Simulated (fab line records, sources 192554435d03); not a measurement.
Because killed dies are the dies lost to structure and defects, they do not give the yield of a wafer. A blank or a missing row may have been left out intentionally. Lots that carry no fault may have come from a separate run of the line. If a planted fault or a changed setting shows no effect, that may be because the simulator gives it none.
fab line records || flow n5_finfet
[record] {"lots": 4, "wafers": 12, "last_day": 17}
route steps=1938 shown WELL_APT@21 PMOS_HMC_CHANNEL_EPI@57 BEOL_M4@1111 PASSIVATION@1936
lots with no fault: from the same line, run without faults
start_h: hours from the record's opening day to when the first of the lot's shown wafers began || wait_h: time in hours since the lot's previous step || " identical to the entry in the row above || L1.1+2: one row covering several wafers at once || - either no value or no given start || * or withheld: withheld || < > ~ a bound
route shown NAME@n: names a module that has steps shown in the file, with the first one's number in the route || usual: the fault-free wafers' mean and standard deviation || same: alike in all rows || chamber/n: place in a boat || sites: each site's reading || _std_site: their standard deviation || _edge_site: outer sites' mean less inner sites' || radius_mm: how far each site lies from the wafer's centre || mask NAME#n: copy n || behind: the most recent tool/chamber to have shaped the wafer || hold: why the lot was held/for how many hours/how that ended || device: the transistor (n, p or np) that didn't switch || end of line: at the end of the route, the tests of the same wafers || where a step has no rows: the recipe by itself || killed: the dies lost at the first sort to structure and to defects; this is not the yield of the wafer || map: per-die view of a wafer (x killed, . not killed, _ where there is no die)
set.NAME: setting as actually run; set.NAME@STEP: the setting as run at that earlier step || model.NAME: the simulator's own value behind a step, which no gauge read
lots seen at some steps along the route; tables by step, rows by wafer
services: a tool's chamber out of use, with start hour (start_h, from the record's first day; less than 0 if before it), hours out, and reason
[[steps]]
[step N5_WELL_APT_COAT_02]
[recipe] {"spin_rpm": 1357, "resist_thk_nm": 950}
[step N5_WELL_APT_EBR_04]
[recipe] {"solvent": "PGMEA", "ebr_width_mm": 1.5}
[step N5_WELL_APT_SOFTBAKE_03]
[recipe] {"temp_c": 130, "time_s": 60}
[step N5_WELL_APT_EXPOSE_05]
[recipe] {"mask_id": "NWELL", "na": 0.8, "source_shape": "conventional", "sigma_outer": 0.8, "polarization": "unpolarized", "defocus_nm": 0, "target_cd_nm": 200, "dose_mj": 20.3}
[step N5_WELL_APT_PEB_06]
[recipe] {"peb_temp_c": 130, "peb_time_s": 90}
[step N5_WELL_APT_DEVELOP_07]
[recipe] {"develop_time_s": 45, "rinse_liquid": "surfactant_rinse", "dry": "air_spin", "dev_temp_c": 21}
[step N5_WELL_APT_HARDBAKE_12]
[recipe] {"temp_c": 130, "time_s": 120}
[step N5_WELL_APT_DESCUM_13]
[recipe] {"chemistry": "O2", "time_s": 7.9, "source_power_w": 50, "bias_power_w": 20, "pressure_mtorr": 20, "rf_frequency_hz": 2.712e+07, "temp_c": 40, "o2_flow_sccm": 225}
[step N5_WELL_APT_IMPLANT_14]
[recipe] {"species": "P", "energy_kev": 160, "dose_cm2": 1.5e+13, "tilt_deg": 0, "rotation_deg": 0}
[step N5_WELL_APT_IMPLANT_15]
[recipe] {"species": "As", "energy_kev": 25, "dose_cm2": 1.5e+13, "tilt_deg": 0, "rotation_deg": 0}
[usual] {"beam_energy_keV": "25.000/0.0081"}
{"lot.wafer": "L364.3", "tool": "implanter-02", "chamber": 0, "start_h": 32.37, "wait_h": 0.1, "beam_energy_keV": 25.012, "model.implant.rp_nm": 18.57, "model.implant.drp_nm": 8.457}
{"lot.wafer": "L364.4", "tool": "implanter-02", "chamber": 0, "start_h": 32.37, "wait_h": 0.1, "beam_energy_keV": 25.014, "model.implant.rp_nm": 18.57, "model.implant.drp_nm": 8.457}
{"lot.wafer": "L364.6", "tool": "implanter-02", "chamber": 0, "start_h": 32.37, "wait_h": 0.1, "beam_energy_keV": 25.005, "model.implant.rp_nm": 18.57, "model.implant.drp_nm": 8.457}
{"lot.wafer": "L374.1", "tool": "implanter-02", "chamber": 0, "start_h": 92.05, "wait_h": 0.1, "beam_energy_keV": 37.892, "model.implant.rp_nm": 25.82, "model.implant.drp_nm": 11.48}
{"lot.wafer": "L374.3", "tool": "implanter-02", "chamber": 0, "start_h": 92.05, "wait_h": 0.1, "beam_energy_keV": 37.893, "model.implant.rp_nm": 25.82, "model.implant.drp_nm": 11.48}
{"lot.wafer": "L374.5", "tool": "implanter-02", "chamber": 0, "start_h": 92.05, "wait_h": 0.1, "beam_energy_keV": 37.887, "model.implant.rp_nm": 25.82, "model.implant.drp_nm": 11.48}
{"lot.wafer": "L375.1", "tool": "implanter-02", "chamber": 0, "start_h": 98.17, "wait_h": 0.1, "beam_energy_keV": 37.887, "model.implant.rp_nm": 25.42, "model.implant.drp_nm": 11.48}
{"lot.wafer": "L375.3", "tool": "implanter-02", "chamber": 0, "start_h": 98.17, "wait_h": 0.1, "beam_energy_keV": 37.885, "model.implant.rp_nm": 25.42, "model.implant.drp_nm": 11.48}
{"lot.wafer": "L375.5", "tool": "implanter-02", "chamber": 0, "start_h": 98.17, "wait_h": 0.1, "beam_energy_keV": 37.886, "model.implant.rp_nm": 25.42, "model.implant.drp_nm": 11.48}
{"lot.wafer": "L384.1", "tool": "implanter-01", "chamber": 0, "start_h": 151.92, "wait_h": 0.1, "beam_energy_keV": 25.000, "model.implant.rp_nm": 18.64, "model.implant.drp_nm": 8.457}
{"lot.wafer": "L384.3", "tool": "implanter-01", "chamber": 0, "start_h": 151.92, "wait_h": 0.1, "beam_energy_keV": 25.001, "model.implant.rp_nm": 18.64, "model.implant.drp_nm": 8.457}
{"lot.wafer": "L384.4", "tool": "implanter-01", "chamber": 0, "start_h": 151.92, "wait_h": 0.1, "beam_energy_keV": 24.998, "model.implant.rp_nm": 18.64, "model.implant.drp_nm": 8.457}
[step N5_WELL_APT_STRIP_16]
[recipe] {"chemistry": "SPM", "time_s": 900, "temp_c": 130, "h2so4_h2o2_vol_ratio": 4, "dry": "ipa_marangoni"}
[step N5_WELL_APT_HMDS_18]
[recipe] {"time_s": 60, "temp_c": 120}
[step N5_WELL_APT_COAT_19]
[recipe] {"spin_rpm": 1357, "resist_thk_nm": 950}
[step N5_WELL_APT_EBR_21]
[recipe] {"solvent": "PGMEA", "ebr_width_mm": 1.5}
[step N5_WELL_APT_SOFTBAKE_20]
[recipe] {"temp_c": 130, "time_s": 60}
[step N5_WELL_APT_EXPOSE_22]
[recipe] {"mask_id": "PWELL", "na": 0.8, "source_shape": "conventional", "sigma_outer": 0.8, "polarization": "unpolarized", "defocus_nm": 0, "target_cd_nm": 200, "dose_mj": 23.2}
[step N5_WELL_APT_PEB_23]
[recipe] {"peb_temp_c": 130, "peb_time_s": 90}
[step N5_WELL_APT_DEVELOP_24]
[recipe] {"develop_time_s": 45, "rinse_liquid": "surfactant_rinse", "dry": "air_spin", "dev_temp_c": 21}
[step N5_WELL_APT_HARDBAKE_29]
[recipe] {"temp_c": 130, "time_s": 120}
[step N5_WELL_APT_DESCUM_30]
[recipe] {"chemistry": "O2", "time_s": 7.9, "source_power_w": 50, "bias_power_w": 20, "pressure_mtorr": 20, "rf_frequency_hz": 2.712e+07, "temp_c": 40, "o2_flow_sccm": 225}
[step N5_WELL_APT_IMPLANT_31]
[recipe] {"species": "B", "energy_kev": 60, "dose_cm2": 1.5e+13, "tilt_deg": 0, "rotation_deg": 0}
[step N5_WELL_APT_IMPLANT_32]
[recipe] {"species": "BF2", "energy_kev": 50, "dose_cm2": 2e+13, "tilt_deg": 0, "rotation_deg": 0}
[step N5_WELL_APT_STRIP_33]
[recipe] {"chemistry": "SPM", "time_s": 900, "temp_c": 130, "h2so4_h2o2_vol_ratio": 4, "dry": "ipa_marangoni"}
[step N5_WELL_APT_RTA_34]
[recipe] {"temp_c": 1000, "time_s": 10, "ambient": "N2", "idle_temp_c": 600, "ramp_up_c_per_s": 150, "ramp_down_c_per_s": 60, "cool_to_c": 600}
[step N5_WELL_APT_OXIDE_STRIP_42]
[recipe] {"chemistry": "dHF", "dilution": "25:1", "time_s": 45, "temp_c": 25, "target": "SiO2", "target_depth_a": 120}
[step N5_WELL_APT_PRECLEAN_36]
[recipe] {"chemistry": "O3/DIW", "time_s": 45, "temp_c": 22, "o3_ppm": 10}
[step N5_WELL_APT_PRECLEAN_39]
[recipe] {"chemistry": "dHF", "time_s": 60, "dilution": "150:1", "temp_c": 25}
[step N5_WELL_APT_SRD_37]
[recipe] {"dry": "ipa_marangoni", "do_ppb": 5, "time_s": 30, "temp_c": 23, "rinse_liquid": "diw"}
[step N5_WELL_APT_EPI_41]
[recipe] {"material": "Si", "target_thk_a": 500, "temp_c": 650, "precursor": "SiH4/H2", "pressure_torr": 20, "time_s": 297.7}
[step N5_PMOS_HMC_CHANNEL_EPI_HM_DEP_34]
[recipe] {"material": "SiO2", "target_thk_a": 360, "temp_c": 400, "precursor": "TEOS/O2", "pressure_torr": 6.5, "rf_w": 900, "teos_flow_sccm": 161.4, "gas": "O2", "flow_sccm": 2650, "time_s": 6.9}
[step N5_PMOS_HMC_CHANNEL_EPI_COAT_31]
[recipe] {"resist": "BARC", "temp_c": 205, "time_s": 60, "spin_rpm": 1500, "resist_thk_nm": 66}
[step N5_PMOS_HMC_CHANNEL_EPI_COAT_03]
[recipe] {"resist": "CAR-ArF-block", "spin_rpm": 1500, "resist_thk_nm": 205}
[step N5_PMOS_HMC_CHANNEL_EPI_EBR_05]
[recipe] {"solvent": "PGMEA", "ebr_width_mm": 1.5}
[step N5_PMOS_HMC_CHANNEL_EPI_SOFTBAKE_04]
[recipe] {"temp_c": 110, "time_s": 60, "resist": "CAR-ArF-block"}
[step N5_PMOS_HMC_CHANNEL_EPI_EXPOSE_06]
[recipe] {"mask_id": "PMOS_HMC_BLK", "na": 1.35, "source_shape": "conventional", "sigma_outer": 0.8, "polarization": "unpolarized", "target_cd_nm": 240, "dose_mj": 41}
[step N5_BEOL_M4_RC_MEAS_101]
[usual] {"CJ_P": "5.8/0.34", "DIBL_N": "37.5/1.9", "DIBL_P": "37.3/2.4", "IOFF_N": "0.18/0.038", "IOFF_P": "0.23/0.045", "ION_N": "677/11", "ION_P": "464/8.1", "SS_N": "72.0/0.68", "SS_P": "73.5/0.77", "VT_N": "249/3.3", "VT_P": "-249/3.6"}
{"lot.wafer": "L364.3", "tool": "prober-01", "chamber": 0, "start_h": 185.57, "wait_h": 0.3, "CJ_P": 5.5, "DIBL_N[mV/V]": 36.1, "DIBL_P[mV/V]": 36.3, "IOFF_N[nA/um]": 0.18, "IOFF_P[nA/um]": 0.20, "ION_N[uA/um]": 666, "ION_P[uA/um]": 455, "SS_N[mV/dec]": 72.6, "SS_P[mV/dec]": 72.7, "VT_N[mV]": 250, "VT_P[mV]": -251}
{"lot.wafer": "L364.4", "tool": "prober-01", "chamber": 0, "start_h": 185.57, "wait_h": 0.3, "CJ_P": 5.8, "DIBL_N[mV/V]": 37.6, "DIBL_P[mV/V]": 37.5, "IOFF_N[nA/um]": 0.22, "IOFF_P[nA/um]": 0.22, "ION_N[uA/um]": 671, "ION_P[uA/um]": 459, "SS_N[mV/dec]": 73.0, "SS_P[mV/dec]": 73.3, "VT_N[mV]": 250, "VT_P[mV]": -250}
{"lot.wafer": "L364.6", "tool": "prober-01", "chamber": 0, "start_h": 185.57, "wait_h": 0.3, "CJ_P": 5.7, "DIBL_N[mV/V]": 37.3, "DIBL_P[mV/V]": 37.5, "IOFF_N[nA/um]": 0.22, "IOFF_P[nA/um]": 0.22, "ION_N[uA/um]": 675, "ION_P[uA/um]": 458, "SS_N[mV/dec]": 72.8, "SS_P[mV/dec]": 73.1, "VT_N[mV]": 248, "VT_P[mV]": -251}
{"lot.wafer": "L374.1", "tool": "prober-02", "chamber": 0, "start_h": 245.60, "wait_h": 0.0, "CJ_P": 5.3, "DIBL_N[mV/V]": 38.9, "DIBL_P[mV/V]": 40.3, "IOFF_N[nA/um]": 0.20, "IOFF_P[nA/um]": 0.27, "ION_N[uA/um]": 678, "ION_P[uA/um]": 468, "SS_N[mV/dec]": 71.6, "SS_P[mV/dec]": 73.5, "VT_N[mV]": 247, "VT_P[mV]": -248}
{"lot.wafer": "L374.3", "tool": "prober-02", "chamber": 0, "start_h": 245.60, "wait_h": 0.0, "CJ_P": 4.8, "DIBL_N[mV/V]": 38.6, "DIBL_P[mV/V]": 38.6, "IOFF_N[nA/um]": 0.20, "IOFF_P[nA/um]": 0.22, "ION_N[uA/um]": 681, "ION_P[uA/um]": 459, "SS_N[mV/dec]": 72.1, "SS_P[mV/dec]": 73.9, "VT_N[mV]": 248, "VT_P[mV]": -250}
{"lot.wafer": "L374.5", "tool": "prober-02", "chamber": 0, "start_h": 245.60, "wait_h": 0.0, "CJ_P": 4.6, "DIBL_N[mV/V]": 38.3, "DIBL_P[mV/V]": 38.3, "IOFF_N[nA/um]": 0.19, "IOFF_P[nA/um]": 0.22, "ION_N[uA/um]": 673, "ION_P[uA/um]": 457, "SS_N[mV/dec]": 72.2, "SS_P[mV/dec]": 73.1, "VT_N[mV]": 248, "VT_P[mV]": -248}
{"lot.wafer": "L375.1", "tool": "prober-02", "chamber": 0, "start_h": 268.91, "wait_h": 0.0, "CJ_P": 4.9, "DIBL_N[mV/V]": 34.1, "DIBL_P[mV/V]": 33.6, "IOFF_N[nA/um]": 0.12, "IOFF_P[nA/um]": 0.15, "ION_N[uA/um]": 663, "ION_P[uA/um]": 454, "SS_N[mV/dec]": 71.4, "SS_P[mV/dec]": 72.6, "VT_N[mV]": 255, "VT_P[mV]": -256}
{"lot.wafer": "L375.3", "tool": "prober-02", "chamber": 0, "start_h": 268.91, "wait_h": 0.0, "CJ_P": 4.3, "DIBL_N[mV/V]": 34.1, "DIBL_P[mV/V]": 32.4, "IOFF_N[nA/um]": 0.13, "IOFF_P[nA/um]": 0.14, "ION_N[uA/um]": 657, "ION_P[uA/um]": 444, "SS_N[mV/dec]": 70.7, "SS_P[mV/dec]": 72.3, "VT_N[mV]": 254, "VT_P[mV]": -257}
{"lot.wafer": "L375.5", "tool": "prober-02", "chamber": 0, "start_h": 268.91, "wait_h": 0.0, "CJ_P": 5.1, "DIBL_N[mV/V]": 39.3, "DIBL_P[mV/V]": 41.3, "IOFF_N[nA/um]": 0.24, "IOFF_P[nA/um]": 0.29, "ION_N[uA/um]": 691, "ION_P[uA/um]": 467, "SS_N[mV/dec]": 71.7, "SS_P[mV/dec]": 74.6, "VT_N[mV]": 245, "VT_P[mV]": -247}
{"lot.wafer": "L384.1", "tool": "prober-02", "chamber": 0, "start_h": 307.83, "wait_h": 0.0, "CJ_P": 5.7, "DIBL_N[mV/V]": 38.2, "DIBL_P[mV/V]": 37.7, "IOFF_N[nA/um]": 0.18, "IOFF_P[nA/um]": 0.24, "ION_N[uA/um]": 672, "ION_P[uA/um]": 461, "SS_N[mV/dec]": 71.5, "SS_P[mV/dec]": 73.0, "VT_N[mV]": 250, "VT_P[mV]": -248}
{"lot.wafer": "L384.3", "tool": "prober-02", "chamber": 0, "start_h": 307.83, "wait_h": 0.0, "CJ_P": 6.1, "DIBL_N[mV/V]": 39.7, "DIBL_P[mV/V]": 39.7, "IOFF_N[nA/um]": 0.22, "IOFF_P[nA/um]": 0.29, "ION_N[uA/um]": 684, "ION_P[uA/um]": 474, "SS_N[mV/dec]": 72.2, "SS_P[mV/dec]": 74.1, "VT_N[mV]": 246, "VT_P[mV]": -245}
{"lot.wafer": "L384.4", "tool": "prober-02", "chamber": 0, "start_h": 307.83, "wait_h": 0.0, "CJ_P": 5.7, "DIBL_N[mV/V]": 36.5, "DIBL_P[mV/V]": 34.3, "IOFF_N[nA/um]": 0.14, "IOFF_P[nA/um]": 0.19, "ION_N[uA/um]": 650, "ION_P[uA/um]": 451, "SS_N[mV/dec]": 71.6, "SS_P[mV/dec]": 72.7, "VT_N[mV]": 254, "VT_P[mV]": -252}
[step N5_PASSIVATION_PROBE_49]
[usual] {"defect_limited_yield": "91.2/1.5", "killed_at_M0_to_M3": "31/10", "killed_at_M4_up": "15/5.9", "killed_at_contacts": "13/6", "killed_at_front_end": "41/11", "killed_at_other": "4/3.1", "killed_dies": "104/18", "killed_open": "68/13", "killed_short": "33/8.1", "sort_bin_5_function": "5.1/1.1", "sort_bin_6_memory": "3.2/0.69", "sort_n_pass": "1076/18", "sort_yield_pct": "91.2/1.5"}
[same] {"gross_dies": 1180, "killed_at_back_side": 0, "sort_bin_4_leakage[%]": 0, "sort_bin_8_speed[%]": 0}
{"lot.wafer": "L364.3", "tool": "prober-01", "chamber": "-", "start_h": 292.32, "wait_h": 0.1, "defect_limited_yield[%]": 88.3, "killed_at_M0_to_M3": 31, "killed_at_M4_up": 17, "killed_at_contacts": 5, "killed_at_front_end": 82, "killed_at_other": 3, "killed_dies": 138, "killed_open": 83, "killed_short": 54, "sort_bin_5_function[%]": 7.7, "sort_bin_6_memory[%]": 3.6, "sort_n_pass": 1042, "sort_yield_pct[%]": 88.3}
{"lot.wafer": "L364.4", "tool": "prober-01", "chamber": "-", "start_h": 292.37, "wait_h": 0.2, "defect_limited_yield[%]": 88.9, "killed_at_M0_to_M3": 48, "killed_at_M4_up": 28, "killed_at_contacts": 20, "killed_at_front_end": 35, "killed_at_other": 0, "killed_dies": 131, "killed_open": 91, "killed_short": 40, "sort_bin_5_function[%]": 6.2, "sort_bin_6_memory[%]": 4.4, "sort_n_pass": 1049, "sort_yield_pct[%]": 88.9}
{"lot.wafer": "L364.6", "tool": "prober-01", "chamber": "-", "start_h": 292.47, "wait_h": 0.3, "defect_limited_yield[%]": 90.3, "killed_at_M0_to_M3": 29, "killed_at_M4_up": 27, "killed_at_contacts": 7, "killed_at_front_end": 45, "killed_at_other": 7, "killed_dies": 115, "killed_open": 75, "killed_short": 39, "sort_bin_5_function[%]": 5.4, "sort_bin_6_memory[%]": 4.1, "sort_n_pass": 1065, "sort_yield_pct[%]": 90.3}
{"lot.wafer": "L375.1", "tool": "prober-01", "chamber": "-", "start_h": 364.49, "wait_h": 0.0, "defect_limited_yield[%]": 94.7, "killed_at_M0_to_M3": 11, "killed_at_M4_up": 6, "killed_at_contacts": 16, "killed_at_front_end": 26, "killed_at_other": 3, "killed_dies": 62, "killed_open": 45, "killed_short": 17, "sort_bin_5_function[%]": 2.5, "sort_bin_6_memory[%]": 2.5, "sort_n_pass": 1118, "sort_yield_pct[%]": 94.7}
{"lot.wafer": "L375.3", "tool": "prober-01", "chamber": "-", "start_h": 364.59, "wait_h": 0.1, "defect_limited_yield[%]": 93.9, "killed_at_M0_to_M3": 23, "killed_at_M4_up": 4, "killed_at_contacts": 11, "killed_at_front_end": 33, "killed_at_other": 1, "killed_dies": 72, "killed_open": 49, "killed_short": 23, "sort_bin_5_function[%]": 3.5, "sort_bin_6_memory[%]": 2.5, "sort_n_pass": 1108, "sort_yield_pct[%]": 93.9}
{"lot.wafer": "L375.5", "tool": "prober-01", "chamber": "-", "start_h": 364.69, "wait_h": 0.2, "defect_limited_yield[%]": 93.2, "killed_at_M0_to_M3": 17, "killed_at_M4_up": 16, "killed_at_contacts": 10, "killed_at_front_end": 37, "killed_at_other": 0, "killed_dies": 80, "killed_open": 62, "killed_short": 18, "sort_bin_5_function[%]": 4.8, "sort_bin_6_memory[%]": 1.9, "sort_n_pass": 1100, "sort_yield_pct[%]": 93.2}
// killed by level:class
L364.3 STI_FIN_REVEAL:geometric_particle:open=29 FIN_SAQP:geometric_particle:short=12 BEOL_M4:geometric_particle:open=10 FIN_SAQP:geometric_particle:open=8 BEOL_M0_SAQP:geometric_particle:short=8 STI_FIN_REVEAL:geometric_particle:short=7 STARTING-WAFER:geometric_particle:open=7 ILD0:geometric_particle:short=7
L364.4 BEOL_M0_SAQP:geometric_particle:open=24 MOL_CONTACT_COAG:geometric_particle:open=16 BEOL_M4:geometric_particle:open=16 STI_FIN_REVEAL:geometric_particle:open=14 BEOL_M0_SAQP:geometric_particle:short=14 GATE_CUT:geometric_particle:short=5 STI_FIN_REVEAL:geometric_particle:short=4 MOL_CONTACT_COAG:geometric_particle:short=4
L364.6 STI_FIN_REVEAL:geometric_particle:open=18 BEOL_M4:geometric_particle:open=17 FIN_SAQP:geometric_particle:short=12 BEOL_M0_SAQP:geometric_particle:short=8 BEOL_M0_SAQP:geometric_particle:open=8 BEOL_M2:geometric_particle:open=7 MOL_CONTACT_COAG:geometric_particle:open=6 BEOL_M3:geometric_particle:open=5
L375.1 MOL_CONTACT_COAG:geometric_particle:open=11 STI_FIN_REVEAL:geometric_particle:open=5 MOL_CONTACT_COAG:geometric_particle:short=5 FIN_SAQP:geometric_particle:open=4 BEOL_M3:geometric_particle:open=4 BEOL_M4:geometric_particle:open=4 DUMMY_GATE:geometric_particle:open=3 FIN_SAQP:geometric_particle:short=2
L375.3 MOL_CONTACT_COAG:geometric_particle:open=9 GATE_CUT:geometric_particle:open=8 BEOL_M3:geometric_particle:open=5 STI_FIN_REVEAL:geometric_particle:open=5 BEOL_M1:geometric_particle:short=5 STARTING-WAFER:geometric_particle:short=5 DUMMY_GATE:geometric_particle:open=3 ILD0:geometric_particle:short=3
L375.5 FIN_SAQP:geometric_particle:open=10 STI_FIN_REVEAL:geometric_particle:open=9 MOL_CONTACT_COAG:geometric_particle:open=9 BEOL_M4:geometric_particle:open=7 BEOL_M8:geometric_particle:open=6 FIN_SAQP:geometric_particle:short=4 BEOL_M0_SAQP:geometric_particle:short=4 BEOL_M2:geometric_particle:open=4
[[services]]
{"tool": "implanter-01", "chamber": "-", "start_h": 74.28, "hours": 1.3, "kind": "repair"}
{"tool": "implanter-01", "chamber": "-", "start_h": 119.18, "hours": 1.4, "kind": "repair"}
[[key]]
[first_sign] {"step": "N5_WELL_APT_IMPLANT_15", "reading": "beam_energy_keV", "direction": "up", "sigmas": "99+", "usual": 25.000, "struck": 37.888}
[effect] {"step": "N5_BEOL_M4_RC_MEAS_101", "reading": "CJ_P", "direction": "down", "sigmas": 2.9, "usual": 5.8, "struck": 4.8}
[model_effect] {"step": "N5_WELL_APT_IMPLANT_15", "value": "implant.rp_nm", "without": 18.63, "struck": 25.62}
met_at N5_WELL_APT_IMPLANT_15
struck_wafers L374.1,L374.3,L374.5,L375.1,L375.3,L375.5
onset_between 32.37 92.05
[fault] {"kind": "process_parameter_drift", "tool": "implanter-02", "chamber": "-", "onset_h": 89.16, "steps": "N5_WELL_APT_IMPLANT_15", "channel": "energy_kev", "offset": 12.893, "shape": "step", "end_h": 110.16, "acts_in": "these_recipes_only", "stated": 25}
